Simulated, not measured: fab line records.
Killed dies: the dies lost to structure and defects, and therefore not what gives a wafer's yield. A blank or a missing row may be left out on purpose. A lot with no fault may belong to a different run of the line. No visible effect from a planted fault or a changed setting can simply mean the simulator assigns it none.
Struck lot and sound lot, side by side || flow nand_harc || 29 out of 1302 route steps
Sound: these wafers, L929.2, L929.3, L929.5. Wafers struck: L936.1, L936.5, L936.6. Last of all comes the cause.
Each step with rows lists, per side, the tool, then ch with its chambers, then its first start. Under that, the readings that differ: sound wafers || struck wafers || difference of the means || sigmas: that difference in standard deviations of wafers without a fault.
alike: same words and numbers on both sides, and readings whose means sit less than 2 such deviations apart. not compared: any withheld reading, any reading some wafer has no value for, any bound like >300 that may hide the same value, and any number with overlapping values for which the record gives no deviation.
Wherever a step has rows on one side only, a row that says differs or no value, or a row with sigmas, the two part there. Non-overlapping numbers with no deviation appear without sigmas and do not part them. A reading that every wafer of one side lacks parts them only if that side has two wafers or more.

first, 1 step without rows for these wafers: NHARC_A_CHANNEL_HOLE_D2_DEVELOP_09 (develop time 35 s).
NHARC_A_CHANNEL_HOLE_D2_CD_MEAS_10: target cd 100 nm.
  sound on cd_sem-03 ch 0, day 13 07:44; struck on cd_sem-02 ch 0, day 16 06:25
  alike: cd_nm
NHARC_A_CHANNEL_HOLE_D2_OVL_MEAS_11:
  sound: overlay-01 at day 13 07:49; struck: overlay-02 at day 16 06:30
  alike: overlay_x_nm, overlay_y_nm
NHARC_A_CHANNEL_HOLE_D2_INSPECT_12:
  sound: defect_inspect-01 at day 13 07:52; struck: defect_inspect-02 at day 16 06:32
  alike: raw_defect_count
then, 5 steps without rows for these wafers: NHARC_A_CHANNEL_HOLE_D2_DESCUM_15 (chemistry O2, time 3 s); NHARC_A_CHANNEL_HOLE_D2_ETCH_38 (etches the open film in CF4, target depth 39 nm, time 65 s); NHARC_A_CHANNEL_HOLE_D2_ETCH_39 (etches the open film in N2/H2, target depth 260 nm, time 325 s); NHARC_A_CHANNEL_HOLE_D2_ETCH_34 (etches the open film in CF4/CHF3, target depth 154 nm, time 77 s); NHARC_A_CHANNEL_HOLE_D2_ETCH_16 (etches the open film in O2/COS, target depth 3100 nm, time 806 s).
NHARC_A_CHANNEL_HOLE_D2_CD_MEAS_18:
  sound: cd_sem-01 at day 13 09:02; struck: cd_sem-03 at day 16 07:43
  alike: cd_nm
NHARC_A_CHANNEL_HOLE_D2_ETCH_19: etches the open film in C4F8/O2/Ar, time 34.5 s.
  sound on har_etch-01 ch 0,1, day 13 09:07; struck on har_etch-02 ch 0,1, day 16 13:01
  alike: bias_v, c4f8_flow_sccm, drypump_motor_current_A, showerhead_plenum_p_Torr, throttle_valve_pct
  not compared: rf_hours_counter_h
NHARC_A_CHANNEL_HOLE_D2_ETCH_20: etches the open film in C4F8/O2/Ar, time 361.9 s, target depth 1600 nm.
  sound on har_etch-01 ch 0,1, day 13 09:16; struck on har_etch-02 ch 0,1, day 16 13:08
  alike: c4f8_flow_sccm, chamber_pressure_mTorr, drypump_motor_current_A, showerhead_plenum_p_Torr, throttle_valve_pct
  not compared: rf_hours_counter_h
NHARC_A_CHANNEL_HOLE_D2_ETCH_21: etches the open film in C4F8/O2/Ar, time 514.3 s, target depth 1600 nm.
  sound on har_etch-01 ch 0,1, day 13 09:36; struck on har_etch-02 ch 0,1, day 16 13:26
  no value came back on the struck wafers for any of 6 readings (c4f8_flow_sccm (sccm), chamber_pressure_mTorr (mTorr) and others); on the sound wafers c4f8_flow_sccm (sccm) reads 89.09 89.69 88.92
  not compared: rf_hours_counter_h
NHARC_A_CHANNEL_HOLE_D2_ETCH_22: etches the open film in C4F8/O2/Ar, time 666.7 s, target depth 1600 nm.
  sound on har_etch-01 ch 0,1, day 13 10:04; struck on har_etch-02 ch 0,1, day 16 13:53
  alike: c4f8_flow_sccm, chamber_pressure_mTorr, drypump_motor_current_A, showerhead_plenum_p_Torr, throttle_valve_pct
  not compared: rf_hours_counter_h
then, 1 step without rows for these wafers: NHARC_A_CHANNEL_HOLE_D2_ETCH_23 (etches the open film in C4F8/O2/Ar, time 819 s, target depth 1600 nm).
NHARC_A_CHANNEL_HOLE_D2_ETCH_24: etches the open film in C4F8/O2/Ar, time 906.2 s, target depth 1500 nm.
  sound on har_etch-01 ch 0,1, day 13 11:22; struck on har_etch-02 ch 0,1, day 16 15:10
{"reading": "throttle_valve_pct (%)", "sound": "32.218 32.213 32.226", "struck": "32.253 32.243 32.252", "difference": "+0.030", "sigmas": "+3"}
  alike: c4f8_flow_sccm, chamber_pressure_mTorr, drypump_motor_current_A, showerhead_plenum_p_Torr
  not compared: rf_hours_counter_h
NHARC_A_CHANNEL_HOLE_D2_ETCH_25: etches the open film in C4F8/O2/Ar, time 1040.2 s, target depth 1500 nm.
  sound on har_etch-01 ch 0,1, day 13 12:09; struck on har_etch-02 ch 0,1, day 16 15:56
  alike: c4f8_flow_sccm, chamber_pressure_mTorr, drypump_motor_current_A, showerhead_plenum_p_Torr, throttle_valve_pct
  not compared: rf_hours_counter_h
then, 5 steps without rows for these wafers: NHARC_A_CHANNEL_HOLE_D2_ETCH_26 (etches the open film in C4F8/O2/Ar, time 224.1 s, target depth 300 nm); NHARC_A_CHANNEL_HOLE_D2_ETCH_27 (etches the open film in C4F8/O2/Ar, time 90 s, target depth 400 nm); NHARC_A_CHANNEL_HOLE_D2_STRIP_41 (strips in N2/H2); NHARC_A_CHANNEL_HOLE_D2_STRIP_42 (strips in CF4/CHF3); NHARC_A_CHANNEL_HOLE_D2_STRIP_43 (strips in O2/COS).
NHARC_A_CHANNEL_HOLE_D2_ETCH_44: etches the open film in CF4/O2, target depth 140 nm, overetch 14 nm, time 77 s.
  sound on rie_diel-05 ch 1,3, day 13 13:50; struck on rie_diel-08 ch 2,3, day 16 17:46
  alike: bias_w, cf4_flow_sccm, drypump_motor_current_A, oes_ar_750_au, oes_product_au, rf_vpp_V, showerhead_plenum_p_Torr, throttle_valve_pct
  not compared: rf_hours_counter_h, model.A_CHANNEL_HOLE_D2.cd_nm
then, 3 steps without rows for these wafers: NHARC_A_CHANNEL_HOLE_D2_STRIP_28 (strips in O2); NHARC_A_CHANNEL_HOLE_D2_PRECLEAN_29 (cleans in SC1); NHARC_A_CHANNEL_HOLE_D2_SRD_30.
NHARC_A_CHANNEL_HOLE_D2_CD_MEAS_31:
  sound: cd_sem-03 at day 13 14:38; struck: cd_sem-03 at day 16 18:36
{"reading": "cd_nm (nm)", "sound": "90.4 90.0 90.7", "struck": "3.9 -1.1 2.4", "difference": -88.6, "sigmas": -55}
NHARC_A_CHANNEL_HOLE_D2_XSEM_32:
  sound on xsem-01 ch 0, day 13 14:43; struck on xsem-02 ch 0, day 16 18:41
{"reading": "bot_cd_nm (nm)", "sound": "76.2 74.9 75.3", "struck": "3.9 0.0 2.1", "difference": -73.5, "sigmas": -43}
{"reading": "bow_nm (nm)", "sound": "8.54 8.53 8.49", "struck": "0.12 0.12 0.12", "difference": -8.40, "sigmas": -35}
  alike: tilt_deg
NHARC_A_CHANNEL_HOLE_D2_INSPECT_40:
  sound: defect_inspect-01 at day 13 14:49; struck: defect_inspect-02 at day 16 18:47
  alike: raw_defect_count

WHERE THEY PART
At NHARC_A_CHANNEL_HOLE_D2_ETCH_21 first; at NHARC_A_CHANNEL_HOLE_D2_XSEM_32 last (within this record only). Later steps at which nothing parts them and some readings are alike: NHARC_A_CHANNEL_HOLE_D2_INSPECT_40.

WHY: whatever the simulator had introduced
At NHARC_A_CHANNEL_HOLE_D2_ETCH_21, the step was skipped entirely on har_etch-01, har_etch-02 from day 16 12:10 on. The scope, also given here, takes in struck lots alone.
